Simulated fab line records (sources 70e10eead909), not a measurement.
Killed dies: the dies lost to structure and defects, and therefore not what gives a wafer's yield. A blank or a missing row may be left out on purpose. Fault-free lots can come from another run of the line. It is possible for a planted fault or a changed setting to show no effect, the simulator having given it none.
fab line records    flow nandHarc
[record] lots = 5  wafers = 15  lastDay = 33
route steps=1302 shown A_CONTACT@990 END@1302
lots that met no fault: from a run of the same line without faults
startH: start of the lot's first displayed wafer, in hours after the record's first day    waitH: how many hours have passed since the lot's step before this one    " the same as in the row above    L1.1+2: several wafers, shown together as one row    - either no value or no given start    * or withheld: withheld    < > ~ a bound
route shown NAME@n: NAME is a module with steps in the file, n the number in the route of the first one    usual: the fault-free wafers' mean and standard deviation    same: alike in all rows    chamber/n: place in a boat    sites: readings site by site    _std_site: standard deviation across them    _edge_site: mean of outer sites minus mean of inner sites    radiusMm: for every site, how far away it sits from the centre of the wafer    mask NAME#n: copy n    behind: the tool/chamber that last shaped the wafer    hold: why the lot went on hold/how many hours it stayed there/how the hold came to an end    device: names the non-switching transistor (n, p or np)    end of line: the route-end tests of the same wafers    step lacking rows: just its recipe    killed: dies lost to structure and defects at the first sort, not the wafer's yield    map: shows each die of a wafer: x if killed, . if not, _ if none is there
set.NAME: setting as actually run; set.NAME@STEP: the setting as run at that earlier step    model.NAME: the simulator's own value behind a step, which no gauge read
lots at selected steps of the route; one table per step, one row per wafer
services: the hour from which a tool's chamber was out of use, counted from the record's first day as startH (under 0 if before that day), plus the number of hours and why
[[steps]]
[step NHARC_A_CONTACT_COAT_35]
[recipe] tempC = 225  timeS = 65
[step NHARC_A_CONTACT_COAT_36]
[recipe] spinRpm = 1500  resistThkNm = 90
[step NHARC_A_CONTACT_SOFTBAKE_37]
[recipe] tempC = 105  timeS = 55
[step NHARC_A_CONTACT_EBR_38]
[step NHARC_A_CONTACT_EXPOSE_39]
[recipe] na = 1.35  sigmaOuter = 0.8  doseMj = 58.79  maskId = A_CC_3
[step NHARC_A_CONTACT_PEB_40]
[recipe] pebTempC = 100  pebTimeS = 65
[step NHARC_A_CONTACT_DEVELOP_41]
[recipe] developTimeS = 35  devTempC = 23
[step NHARC_A_CONTACT_CD_MEAS_42]
[recipe] targetCdNm = 300  landingEnergyEv = 500
[usual] cdNm = 300.1/0.46
lot.wafer  tool      chamber  startH  waitH  cdNm
L883.2     cdSem-02  0        550.26  -      299.4
L883.3     "         0        "       "      300.1
L883.5     "         0        "       "      299.8
L890.1     cdSem-03  0        617.35  -      300.2
L890.2     "         0        "       "      300.6
L890.3     "         0        "       "      299.9
L894.3     cdSem-03  0        651.87  -      299.9
L894.4     "         0        "       "      299.9
L894.6     "         0        "       "      299.9
L897.2     cdSem-02  0        693.11  -      300.5
L897.3     "         0        "       "      300.0
L897.5     "         0        "       "      300.5
L899.2     cdSem-02  0        698.86  -      300.6
L899.4     "         0        "       "      299.4
L899.5     "         0        "       "      299.8
[step NHARC_A_CONTACT_OVL_MEAS_43]
[usual] overlayXNm = -0.2/0.93  overlayYNm = 0.2/0.9
lot.wafer  tool        chamber  startH  waitH  overlayXNm  overlayYNm
L883.2     overlay-01  -        550.35  -      0.0         0.3
L883.3     "           -        "       "      0.6         0.3
L883.5     "           -        "       "      0.0         0.5
L890.1     overlay-01  -        617.44  -      -1.4        0.5
L890.2     "           -        "       "      -0.9        0.2
L890.3     "           -        "       "      -0.8        0.7
L894.3     overlay-01  -        651.96  -      1.6         0.9
L894.4     "           -        "       "      1.6         0.9
L894.6     "           -        "       "      1.6         0.8
L897.2     overlay-01  -        693.19  -      0.4         -0.1
L897.3     "           -        "       "      0.5         -0.6
L897.5     "           -        "       "      0.9         -0.2
L899.2     overlay-01  -        698.95  -      -0.1        -0.9
L899.4     "           -        "       "      -0.5        -0.2
L899.5     "           -        "       "      0.0         -0.2
[step NHARC_A_CONTACT_INSPECT_44]
[usual] rawDefectCount = 80/38
lot.wafer  tool              chamber  startH  waitH  rawDefectCount
L883.2     defectInspect-02  -        550.38  0.0    65
L883.3     "                 -        "       "      72
L883.5     "                 -        "       "      79
L890.1     defectInspect-01  -        617.48  0.0    80
L890.2     "                 -        "       "      79
L890.3     "                 -        "       "      96
L894.3     defectInspect-01  -        652.00  0.0    75
L894.4     "                 -        "       "      55
L894.6     "                 -        "       "      77
L897.2     defectInspect-01  -        693.23  0.0    87
L897.3     "                 -        "       "      111
L897.5     "                 -        "       "      77
L899.2     defectInspect-01  -        698.99  0.0    98
L899.4     "                 -        "       "      81
L899.5     "                 -        "       "      90
[step NHARC_A_CONTACT_DESCUM_47]
[recipe] timeS = 3  o2FlowSccm = 200  arFlowSccm = 0  biasPowerW = 0  chemistry = O2
[usual] drypumpMotorCurrentA = 5.9/0.33  oesProductAu = 1.000/0.0076  rfVppV = 57.7/0.9  showerheadPlenumPTorr = 1.91/0.096  throttleValvePct = 11.309/0.0091
lot.wafer  tool        chamber  startH  waitH  drypumpMotorCurrentA  oesProductAu  rfHoursCounterH  rfVppV  showerheadPlenumPTorr  throttleValvePct
L883.3     rieDiel-03  3        550.45  0.1    6.2                   1.007         18               58.8    2.01                   11.305
L883.2     "           1        "       "      6.4                   0.999         13               58.7    2.02                   11.309
L883.5     "           3        "       "      6.2                   0.997         -                57.4    2.01                   11.297
L890.1     rieDiel-03  0        617.54  0.1    5.7                   0.991         29               56.8    1.79                   11.311
L890.2     "           2        "       "      6.0                   0.998         28               56.9    1.78                   11.296
L890.3     "           3        "       "      6.2                   1.003         29               56.7    2.01                   11.313
L894.3     rieDiel-03  1        652.05  0.1    6.3                   0.996         0                58.6    2.01                   11.320
L894.4     "           0        "       "      5.7                   0.992         0                58.5    1.79                   11.305
L894.6     "           2        "       "      6.0                   1.004         -                57.7    1.78                   11.301
L897.3     rieDiel-10  2        693.30  0.1    5.8                   1.008         17               59.4    1.99                   11.322
L897.2     "           0        "       "      5.1                   1.009         29               57.4    1.90                   11.317
L897.5     "           1        "       "      6.5                   1.001         -                58.8    1.93                   11.304
L899.4     rieDiel-10  3        699.08  0.1    5.8                   1.006         28               56.9    1.82                   11.312
L899.2     "           0        "       "      5.0                   1.005         31               58.8    1.90                   11.314
L899.5     "           2        "       "      5.8                   1.010         -                58.1    1.99                   11.305
[step NHARC_A_CONTACT_ETCH_48]
[recipe] targetDepthA = 390  overEtchFrac = 0.3  timeS = 65  ionEnergyEv = 80  cf4FlowSccm = 150  arFlowSccm = 0  rfW = 300  biasW = 100  chemistry = CF4
[usual] biasW = 100.01/0.28  drypumpMotorCurrentA = 5.9/0.33  oesProductAu = 1.001/0.0068  overEtchFrac = 0.3/0  rfVppV = 151.3/1.3  showerheadPlenumPTorr = 1.76/0.083  throttleValvePct = 13.283/0.0092
lot.wafer  tool        chamber  startH  waitH  biasW   drypumpMotorCurrentA  oesProductAu  overEtchFrac  rfHoursCounterH  rfVppV  showerheadPlenumPTorr  throttleValvePct
L883.2     rieDiel-03  3        550.53  0.1    99.99   6.2                   0.995         0.3           18               152.5   1.85                   13.265
L883.3     "           1        "       "      100.24  6.3                   0.996         0.3           13               152.3   1.86                   13.269
L883.5     "           0        "       "      100.26  5.7                   0.996         0.3           -                150.1   1.66                   13.276
L890.2     rieDiel-03  0        617.62  0.1    100.06  5.7                   1.002         0.3           29               148.7   1.66                   13.271
L890.1     "           2        "       "      100.26  6.0                   1.003         0.3           28               151.0   1.65                   13.291
L890.3     "           3        "       "      99.69   6.2                   1.015         0.3           29               153.8   1.85                   13.288
L894.4     rieDiel-03  3        652.14  0.1    99.90   6.1                   1.001         0.3           0                153.2   1.85                   13.283
L894.3     "           1        "       "      100.12  6.3                   0.995         0.3           0                151.8   1.85                   13.293
L894.6     "           0        "       "      99.88   5.7                   0.997         0.3           -                150.3   1.66                   13.297
L897.2     rieDiel-10  3        693.38  0.1    99.74   5.9                   1.003         0.3           27               149.0   1.69                   13.276
L897.3     "           0        "       "      100.11  5.0                   1.004         0.3           29               152.2   1.76                   13.291
L897.5     "           3        "       "      99.80   5.9                   1.004         0.3           -                150.7   1.69                   13.270
L899.2     rieDiel-10  3        699.29  0.2    100.00  5.9                   1.003         0.3           28               151.2   1.69                   13.291
L899.4     "           0        "       "      99.68   5.0                   0.994         0.3           31               151.8   1.76                   13.293
L899.5     "           2        "       "      100.36  5.8                   1.011         0.3           -                153.0   1.84                   13.277
[step NHARC_A_CONTACT_ETCH_49]
[recipe] targetDepthA = 2600  overEtchFrac = 0.3  timeS = 475.3  ionEnergyEv = 200  n2FlowSccm = 150  h2FlowSccm = 150  arFlowSccm = 0  rfW = 400  biasW = 150  chemistry = N2/H2
[usual] biasW = 150.0/0.44  drypumpMotorCurrentA = 5.9/0.34  oesProductAu = 1.000/0.0077  overEtchFrac = 0.3/0  rfVppV = 430/3.1  showerheadPlenumPTorr = 2.03/0.11  throttleValvePct = 14.170/0.0097
lot.wafer  tool        chamber  startH  waitH  biasW  drypumpMotorCurrentA  oesProductAu  overEtchFrac  rfHoursCounterH  rfVppV  showerheadPlenumPTorr  throttleValvePct
L883.3     rieDiel-03  3        550.62  -      150.2  6.2                   0.994         0.3           18               431     2.15                   14.153
L883.2     "           2        "       "      149.6  6.0                   0.995         0.3           17               427     1.89                   14.172
L883.5     "           0        "       "      150.0  5.7                   1.002         0.37394       -                428     1.91                   14.151
L890.1     rieDiel-03  3        617.72  -      150.2  6.2                   0.995         0.3           29               435     2.14                   14.189
L890.2     "           1        "       "      149.4  6.4                   0.997         0.3           25               434     2.15                   14.166
L890.3     "           2        "       "      150.5  6.0                   1.012         0.3           28               425     1.89                   14.152
L894.3     rieDiel-03  0        652.23  -      150.4  5.7                   0.996         0.3           0                426     1.90                   14.165
L894.4     "           3        "       "      150.7  6.1                   1.005         0.3           0                433     2.14                   14.156
L894.6     "           0        "       "      150.9  5.7                   0.994         0.3           -                426     1.90                   14.164
L897.3     rieDiel-10  1        693.46  -      149.3  6.4                   0.998         0.3           26               432     2.06                   14.176
L897.2     "           3        "       "      150.4  5.9                   1.005         0.3           27               428     1.94                   14.185
L897.5     "           1        "       "      149.3  6.4                   1.008         0.3           -                432     2.06                   14.158
L899.2     rieDiel-10  0        699.38  -      149.5  5.0                   1.009         0.3           31               429     2.03                   14.169
L899.4     "           2        "       "      150.2  5.8                   1.009         0.3           19               432     2.13                   14.174
L899.5     "           0        "       "      149.1  5.0                   1.002         0.3           -                430     2.03                   14.174
[step NHARC_A_CONTACT_ETCH_50]
[recipe] targetDepthA = 1210  timeS = 60.5  cf4FlowSccm = 100  chf3FlowSccm = 30  arFlowSccm = 0  rfW = 500  biasW = 200  chemistry = CF4/CHF3
[usual] biasW = 200.2/0.57  drypumpMotorCurrentA = 5.9/0.35  oesProductAu = 0.953/0.02  rfVppV = 370.4/2.6  showerheadPlenumPTorr = 1.57/0.074  throttleValvePct = 16.803/0.0099
lot.wafer  tool        chamber  startH  waitH  biasW  drypumpMotorCurrentA  oesProductAu  rfHoursCounterH  rfVppV  showerheadPlenumPTorr  throttleValvePct
L883.3     rieDiel-03  1        -       -      200.5  6.3                   0.986         13               374.0   1.66                   16.808
L883.2     "           0        "       "      199.9  5.7                   0.977         17               367.9   1.48                   16.800
L883.5     "           1        "       "      200.0  6.4                   0.982         -                373.2   1.66                   16.797
L890.2     rieDiel-03  3        -       -      199.5  6.2                   0.967         29               373.5   1.65                   16.792
L890.1     "           1        "       "      200.8  6.3                   0.947         26               371.3   1.65                   16.812
L890.3     "           2        "       "      200.4  6.0                   0.953         29               367.6   1.47                   16.803
L894.4     rieDiel-03  0        -       -      201.4  5.7                   0.976         1                367.7   1.47                   16.797
L894.3     "           1        "       "      201.2  6.3                   0.959         0                374.1   1.65                   16.802
L894.6     "           2        "       "      199.8  6.0                   0.970         -                367.7   1.47                   16.797
L897.2     rieDiel-10  1        -       -      199.9  6.5                   0.925         26               372.4   1.59                   16.805
L897.3     "           3        "       "      199.7  5.8                   0.928         27               370.7   1.50                   16.787
L897.5     "           0        "       "      200.3  5.0                   0.936         -                370.2   1.57                   16.782
L899.4     rieDiel-10  0        -       -      200.3  5.0                   0.934         32               369.7   1.57                   16.808
L899.2     "           1        "       "      200.1  6.4                   0.940         28               370.9   1.59                   16.811
L899.5     "           1        "       "      200.1  6.4                   0.940         -                370.9   1.59                   16.818
[step NHARC_END_SORT_01]
[recipe] tempC = 25
[usual] killedAtArray = 46/15  killedAtOther = 0.8/1.1  killedAtPeriphery = 4.0/2.9  killedDies = 50/15  killedOpen = 3.2/1.8  killedShort = 2.3/1.6
[same] grossDies = 677
lot.wafer  tool       chamber  startH  waitH  killedAtArray  killedAtOther  killedAtPeriphery  killedDies  killedOpen  killedShort
L894.3     prober-02  0        722.81  3.1    44             0              6                  50          4           5
L894.4     prober-02  0        723.61  3.4    35             2              4                  41          3           5
L894.6     prober-02  0        725.22  4.0    51             1              8                  60          3           2
L897.2     prober-02  0        773.52  2.8    57             1              1                  59          2           4
L897.3     prober-02  0        774.32  3.1    67             0              4                  71          3           2
L897.5     prober-02  0        775.93  3.7    42             0              7                  49          6           4
// killed by level:class
L894.3 A_SLIT:chamberFilmFlake=22 A_CHANNEL_HOLE_D1:chamberFilmFlake=8 A_WL_FILL:geometricParticle:short=3 P_M0:chamberFilmFlake=3 A_WL_FILL:chamberFilmFlake=3 P_M0:geometricParticle:open=2 A_ZERO_WELL:chamberFilmFlake=2 P_GATE:geometricParticle:open=1
L894.4 A_SLIT:chamberFilmFlake=17 A_CHANNEL_HOLE_D1:chamberFilmFlake=5 P_M0:chamberFilmFlake=3 A_WL_FILL:chamberFilmFlake=3 A_WL_FILL:geometricParticle:short=2 A_CONTACT:chamberFilmFlake=2 P_M2:geometricParticle:short=1 A_ONON_D1:geometricParticle:short=1
L894.6 A_SLIT:chamberFilmFlake=25 A_CONTACT:chamberFilmFlake=10 A_CHANNEL_HOLE_D1:chamberFilmFlake=6 P_M0:chamberFilmFlake=4 P_CONTACT:geometricParticle:open=3 A_STAIRCASE:chamberFilmFlake=3 A_WL_FILL:chamberFilmFlake=2 P_M1:geometricParticle:short=1
L897.2 A_SLIT:chamberFilmFlake=22 A_CHANNEL_HOLE_D2:chamberFilmFlake=19 A_WL_FILL:chamberFilmFlake=3 A_CHANNEL_HOLE_D2:geometricParticle:short=2 A_CHANNEL_HOLE_D1:unspecified=2 A_STAIRCASE:chamberFilmFlake=2 A_CONTACT:chamberFilmFlake=2 P_M0:geometricParticle:open=1
L897.3 A_SLIT:chamberFilmFlake=28 A_CHANNEL_HOLE_D2:chamberFilmFlake=24 A_CONTACT:chamberFilmFlake=3 A_WL_FILL:geometricParticle:open=2 A_CHANNEL_HOLE_D1:unspecified=2 A_CHANNEL_FILL_D1:chamberFilmFlake=2 A_STAIRCASE:chamberFilmFlake=2 P_M0:geometricParticle:open=1
L897.5 A_SLIT:chamberFilmFlake=12 A_CHANNEL_HOLE_D2:chamberFilmFlake=11 P_GATE:chamberFilmFlake=4 A_CONTACT:chamberFilmFlake=3 A_DECK1_JOINT:geometricParticle:short=2 A_CONTACT:geometricParticle:open=2 P_M2:chamberFilmFlake=2 A_STAIRCASE:chamberFilmFlake=2
[[services]]
tool        chamber  startH  hours  kind
rieDiel-03  0        540.96  -      clean
rieDiel-03  1        540.96  -      clean
rieDiel-03  2        540.96  -      clean
rieDiel-03  3        540.96  -      clean
rieDiel-03  0        565.46  -      clean
rieDiel-03  1        565.46  -      clean
rieDiel-03  2        565.46  -      clean
rieDiel-03  3        565.46  -      clean
rieDiel-03  0        589.96  -      clean
rieDiel-03  1        589.96  -      clean
rieDiel-03  2        589.96  -      clean
rieDiel-03  3        589.96  -      clean
rieDiel-10  -        596.66  9.0    pm
rieDiel-03  -        598.97  1.0    repair
rieDiel-03  0        614.63  -      clean
rieDiel-03  1        614.63  -      clean
rieDiel-03  2        614.63  -      clean
rieDiel-03  3        614.63  -      clean
rieDiel-03  -        635.36  9.0    pm
rieDiel-03  0        635.36  9.0    ventCycle
rieDiel-03  1        635.36  9.0    ventCycle
rieDiel-03  2        635.36  9.0    ventCycle
rieDiel-03  -        654.68  0.5    repair
rieDiel-10  2        656.88  17.1   repair
[[key]]
[firstSign] step = NHARC_A_CONTACT_ETCH_49  reading = overEtchFrac  direction = up  sigmas = 99+  usual = 0.3  struck = 0.37394
effect none on later readings
metAt NHARC_A_CONTACT_ETCH_49
struckWafers L883.5
testerLeftOut L883
[fault] kind = processParameterDrift  tool = rieDiel-03  chamber = -  onsetH = 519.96  steps = NHARC_A_CONTACT_ETCH_49  channel = overEtchFrac  offset = 0.073936  shape = step  endH = 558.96  scope = struckWafersOnly  actsIn = theseRecipesOnly  stated = 0.3
// testerLeftOut: of these lots the tester's yield and bins aren't shown, on N5 and GAA mostly nor the transistor test; their killed dies are dies lost to structure and defects alone, not to doping, threshold or leakage, so they don't give the yield
